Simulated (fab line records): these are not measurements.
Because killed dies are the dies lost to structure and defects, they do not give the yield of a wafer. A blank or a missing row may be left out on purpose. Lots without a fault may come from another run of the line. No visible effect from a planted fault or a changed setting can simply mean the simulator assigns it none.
Which tool was responsible?	flow n5-finfet	11 lots, 28 wafers sampled, at 3 steps of a route of 1938

== WHAT EACH GAUGE READ, for each wafer ==
N5_BEOL_M7_OVL_MEAS_29. Usual: V6_OVL typically reads -0.4 nm, with standard deviation 0.68.
lot	measured	on	V6_OVL (nm)	flag
L543	day 9 12:46	overlay-02	-0.4 -0.6	
L544	day 9 22:13	overlay-01	-0.1 -1.2	
L546	day 10 12:14	overlay-01	-1.3 -0.7	
L548	day 10 12:08	overlay-01	-0.4 -0.6	
L547	day 10 16:25	overlay-01	-0.5 -0.8	
L551	day 11 11:49	overlay-01	1.5 1.2 0.4	
L554	day 11 22:16	overlay-01	-0.2 -0.4 -0.8	
L553	day 12 07:42	overlay-01	0.3 0.2 0.6	
L563	day 14 10:34	overlay-01	0.8 -1.1 0.5	
L565	day 14 10:38	overlay-01	0.2 0.2 -0.3	
L564	day 15 07:17	overlay-02	-1.0 0.2 0.0	

== EACH LOT AND THE TOOL THAT RAN IT (in order: tool; ch and the chambers of the sampled wafers; start) ==
lot	N5_BEOL_M7_DESCUM_16	N5_BEOL_M7_HM_OPEN_17
L543	rie-diel-02 ch 2, day 9 08:56	rie-metal-01 ch 0,1, day 9 09:13
L544	rie-diel-03 ch 1,2, day 9 18:25	rie-metal-02 ch 0,1, day 9 18:41
L546	rie-diel-03 ch 0,2, day 10 09:47	rie-metal-01 ch 0,1, day 10 10:03
L548	rie-diel-03 ch 0,2, day 10 10:04	rie-metal-03 ch 1, day 10 10:21
L547	rie-diel-03 ch 2,3, day 10 14:32	rie-metal-03 ch 0,1, day 10 14:49
L551	rie-diel-02 ch 1,2,3, day 11 10:08	rie-metal-01 ch 0,1, day 11 10:25
L554	rie-diel-02 ch 0,1,2, day 11 21:21	rie-metal-01 ch 0,1, day 11 21:38
L553	rie-diel-02 ch 0,1,2, day 12 05:20	rie-metal-02 ch 0,1, day 12 05:37
L563	rie-diel-01 ch 0,2,3, day 14 07:38	rie-metal-02 ch 0,1, day 14 07:55
L565	rie-diel-01 ch 1,2, day 14 07:59	rie-metal-02 ch 0,1, day 14 08:16
L564	rie-diel-03 ch 1,3, day 15 04:22	rie-metal-03 ch 0,1, day 15 04:38
- N5_BEOL_M7_DESCUM_16: chemistry O2, time 7.9 s.
- N5_BEOL_M7_HM_OPEN_17: chemistry Cl2/BCl3, target TiN, target depth 20 nm, overetch 6 nm.

== WHAT THE TOOLS THEMSELVES READ (means of the sampled wafers that have a number; where no wafer has one, the mark that the record gives instead) ==
N5_BEOL_M7_DESCUM_16. Usual: drypump-motor-current-A 5.6 A, standard deviation 0.38; oes-product-au 0.77 a.u., standard deviation 0.086; rf-vpp-V 242.8 V, standard deviation 1.2; showerhead-plenum-p-Torr 2.07 Torr, standard deviation 0.074; throttle-valve-pct 20.58 %, standard deviation 0.26.
lot	tool	drypump-motor-current-A (A)	oes-product-au (a.u.)	rf-vpp-V (V)	showerhead-plenum-p-Torr (Torr)	throttle-valve-pct (%)	flag
L543	rie-diel-02	5.9	0.74	243.6	2.08	20.41	
L544	rie-diel-03	5.5	0.82	242.0	2.05	20.71	
L546	rie-diel-03	5.6	0.84	243.5	2.12	20.73	
L548	rie-diel-03	5.7	0.84	243.5	2.12	20.73	
L547	rie-diel-03	5.6	0.85	243.2	2.02	20.60	
L551	rie-diel-02	5.6	0.76	242.8	2.07	20.52	
L554	rie-diel-02	5.7	0.80	243.1	2.08	20.44	
L553	rie-diel-02	5.7	0.79	242.5	2.08	20.45	
L563	rie-diel-01	6.2	0.69	243.3	2.08	20.60	
L565	rie-diel-01	5.8	0.72	243.4	2.10	20.31	
L564	rie-diel-03	5.2	0.78	241.0	2.00	20.59	

N5_BEOL_M7_HM_OPEN_17. Usual: drypump-motor-current-A 5.9 A, standard deviation 0.35; oes_ar_750_au 0.75 a.u., standard deviation 0.048; oes-product-au 0.64 a.u., standard deviation 0.06; throttle-valve-pct 22.1 %, standard deviation 0.37.
lot	tool	drypump-motor-current-A (A)	oes_ar_750_au (a.u.)	oes-product-au (a.u.)	throttle-valve-pct (%)	flag
L543	rie-metal-01	5.6	0.72	0.61	22.1	
L544	rie-metal-02	5.7	0.81	0.73	22.0	
L546	rie-metal-01	5.6	0.72	0.62	22.1	
L548	rie-metal-03	6.4	0.73	0.60	21.5	
L547	rie-metal-03	6.3	0.75	0.63	22.0	
L551	rie-metal-01	5.5	0.74	0.62	22.0	
L554	rie-metal-01	5.6	0.74	0.62	22.0	
L553	rie-metal-02	5.7	0.79	0.71	22.0	
L563	rie-metal-02	5.7	0.77	0.70	22.0	
L565	rie-metal-02	5.7	0.77	0.70	22.0	
L564	rie-metal-03	6.3	0.74	0.64	22.2	

== THE ANSWER, worked out from the rows above alone ==
Rule: take the mean of a lot's wafers that have a number; if it is more than 3 standard deviations from the usual mean, the lot is off. A lot without any number at a reading at which 4 lots or more have one is off too. Where the step has rows for the other lots, those lots are counted as sound. After the gauges, taken in route order, come the tools' own readings; for these a lot's mean is taken, as printed above. The first step at which some lot is off is used, and at that step the reading that is off furthest; a lot without a number counts as furthest.
Nothing can be told from this: no lot is off at any reading shown.

== WHAT THE SIMULATOR PUT IN ==
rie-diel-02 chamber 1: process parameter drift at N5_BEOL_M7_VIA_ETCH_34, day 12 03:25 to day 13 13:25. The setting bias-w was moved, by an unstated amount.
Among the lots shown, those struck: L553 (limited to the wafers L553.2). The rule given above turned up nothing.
